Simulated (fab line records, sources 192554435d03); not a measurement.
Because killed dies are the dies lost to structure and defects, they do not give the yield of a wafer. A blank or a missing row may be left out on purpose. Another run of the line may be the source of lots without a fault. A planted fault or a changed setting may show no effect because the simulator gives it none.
Code-filled problem report in 8D (eight disciplines) form | flow n5Finfet | the parts of the form that need people (team, actions taken, sign-off) are left out

== 1. WHAT WENT WRONG ==
etchRfOnTimeS at N5_SDB_ETCH_17 reads a mean of 45.5 s on 3 wafers of 3 lots; wafers without a fault read 39.3 s with a standard deviation of 0.5. Measured from the usual mean, that is +12 standard deviations.
The step: etches SiARC in CF4, target depth 23.4 nm, time 39 s.
The first sign was on wafer L852.2 at day 6 08:24, on rieDiel-04. The record holds 25 wafers of 9 lots with a number at this step. Rule for "out" (also "out of limits"): further than 4 standard deviations from the usual mean. Any other wafer with a number is counted as sound.

== 2. WHAT IT IS AND WHAT IT IS NOT ==
question                    | is                     | is not
which readings at this step | etchRfOnTimeS          | chamberPressureMTorr, drypumpMotorCurrentA, oesProductAu, rfVppV, throttleValvePct
which lots                  | L852, L855, L857       | L845, L846, L848, L860, L861, L865
which wafers of those lots  | L852.2, L855.6, L857.2 | L852.3, L855.3, L857.1, L857.4
read on which tools         | rieDiel-04             | rieDiel-05
when                        | from day 6 08:24       | up to then (10 sound wafers); but 12 sound wafers of L855, L857, L860, L861, L865 came after

== 3. SUSPECTS, AND WHAT RULES EACH OUT ==
Counting: if a tool at a process step up to the reading ran every lot that is out, it stays a suspect. Sound lots after the first of them don't rule it out here, since some wafers of a struck lot are sound.
- rieDiel-04 at N5_SDB_ETCH_17 (etches SiARC in CF4, target depth 23.4 nm, time 39 s): kept. Ran every lot that is out, first one L852 (day 6 08:24); last sound lot up to then L848 (day 5 09:59). Its own readings are out on those wafers: etchRfOnTimeS.
Remaining after the count: rieDiel-04 at N5_SDB_ETCH_17.

== 4. THE CAUSE (what the simulator had put in) ==
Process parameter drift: rieDiel-04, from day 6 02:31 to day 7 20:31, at N5_SDB_ETCH_17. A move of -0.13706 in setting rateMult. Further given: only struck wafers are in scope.
Counting left only this tool.

== 5. THE EFFECT CHAIN, in route order ==
Each row: a reading whose mean over the struck wafers that have a number lies more than 3 standard deviations from the usual. Only readings for which the record gives a usual standard deviation are gone through. hours: the time from each lot's start at the first step in this table that gives one to its start at this step, as a median over the lots. sigmas: the change in usual standard deviations.
hours | step           | reading       | usual  | on struck wafers | change | sigmas
0     | N5_SDB_ETCH_17 | etchRfOnTimeS | 39.3 s | 45.5             | +6.2   | +12
It contains these process steps:
- N5_SDB_ETCH_17: etches SiARC in CF4, target depth 23.4 nm, time 39 s.
At these later measuring or inspecting steps, every struck wafer for which the step has a row has a number for every such reading, and none has moved that far: N5_SDB_INSPECT_36, N5_BEOL_M4_RC_MEAS_101.

== 6. WHAT WOULD HAVE CAUGHT IT SOONER ==
6 hours passed between the start of the fault at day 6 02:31 and the first reading out of limits in this record, taken at day 6 08:24.
